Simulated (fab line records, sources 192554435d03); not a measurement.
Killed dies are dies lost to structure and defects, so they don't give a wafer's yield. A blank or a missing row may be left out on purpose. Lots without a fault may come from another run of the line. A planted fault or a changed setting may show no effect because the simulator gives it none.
Which tool did it? | flow n5_finfet | 10 lots, 30 wafers sampled, at 4 steps of a route of 1938

WHAT THE GAUGES READ, wafer by wafer
N5_BEOL_M8_CD_MEAS_28: target cd 40 nm.
lot  | measured     | on        | cd_nm (nm)
L341 | day 9 20:38  | cd_sem-01 | 39.67 39.79 40.24
L342 | day 10 00:11 | cd_sem-02 | 39.63 40.34 40.26
L344 | day 10 08:17 | cd_sem-01 | 40.21 40.41 39.89
L347 | day 10 17:10 | cd_sem-02 | 39.63 39.82 40.17
L346 | day 10 19:58 | cd_sem-01 | 40.27 40.18 40.00
L349 | day 11 17:44 | cd_sem-02 | 39.74 39.96 40.11
L351 | day 12 10:23 | cd_sem-01 | 40.18 40.33 40.06
L356 | day 13 08:16 | cd_sem-01 | 40.02 39.77 39.88
L355 | day 13 08:58 | cd_sem-01 | 40.15 40.12 40.17
L362 | day 14 19:21 | cd_sem-03 | 40.06 40.12 40.11

WHICH TOOL RAN EACH LOT (tool, then ch and the chambers of the sampled wafers, then the start)
lot  | N5_BEOL_M8_DESCUM_16               | N5_BEOL_M8_STRIP_67                | N5_BEOL_M8_STRIP_19
L341 | rie_diel-04 ch 0,1,2, day 9 19:24  | rie_diel-04 ch 0,1,2, day 9 19:38  | rie_diel-04 ch 0,1,3, day 9 19:47
L342 | rie_diel-04 ch 0,3, day 9 23:12    | rie_diel-04 ch 0,3, day 9 23:26    | rie_diel-04 ch 2,3, day 9 23:35
L344 | rie_diel-05 ch 1,3, day 10 07:25   | rie_diel-05 ch 1,3, day 10 07:40   | rie_diel-05 ch 2,3, day 10 07:51
L347 | rie_diel-06 ch 0,1,2, day 10 16:15 | rie_diel-06 ch 0,1,2, day 10 16:29 | rie_diel-05 ch 0,1,2, day 10 16:38
L346 | rie_diel-06 ch 0,1,3, day 10 18:28 | rie_diel-06 ch 0,1,3, day 10 18:42 | rie_diel-04 ch 0,2,3, day 10 18:55
L349 | rie_diel-05 ch 0,2,3, day 11 15:53 | rie_diel-05 ch 0,2,3, day 11 16:07 | rie_diel-06 ch 1,2,3, day 11 16:23
L351 | rie_diel-05 ch 0,2,3, day 12 06:50 | rie_diel-05 ch 0,2,3, day 12 07:04 | rie_diel-05 ch 0,1,3, day 12 07:13
L356 | rie_diel-04 ch 1,2, day 13 06:49   | rie_diel-04 ch 1,2, day 13 07:03   | rie_diel-05 ch 2,3, day 13 07:14
L355 | rie_diel-06 ch 0,1,3, day 13 06:59 | rie_diel-06 ch 0,1,3, day 13 07:14 | rie_diel-05 ch 1,2,3, day 13 07:23
L362 | rie_diel-05 ch 0,2,3, day 14 18:04 | rie_diel-05 ch 0,2,3, day 14 18:19 | rie_diel-04 ch 0,1,2, day 14 18:40
- N5_BEOL_M8_DESCUM_16: chemistry O2, time 7.9 s.
- N5_BEOL_M8_STRIP_67: strips in CF4.
- N5_BEOL_M8_STRIP_19: strips in O2.

THE ANSWER, worked out from the rows above alone
Rule: what is usual is taken from the lots themselves. Put in order of their means at a reading, lots are off if they are a third of the lots or fewer, leave a main group of 4 or more, and stand apart from it by a gap of 3 or more times the standard deviation of the main group's means; of several such gaps the widest counts. A main group whose means are all the same, to the digits that the tables above print for the reading, isn't used. A lot without any number at a reading at which 4 lots or more have one is off too. The other lots that the step has rows for count as sound.
No lot is off at any reading shown: from this, nothing can be told.

WHAT THE SIMULATOR HAD PUT IN
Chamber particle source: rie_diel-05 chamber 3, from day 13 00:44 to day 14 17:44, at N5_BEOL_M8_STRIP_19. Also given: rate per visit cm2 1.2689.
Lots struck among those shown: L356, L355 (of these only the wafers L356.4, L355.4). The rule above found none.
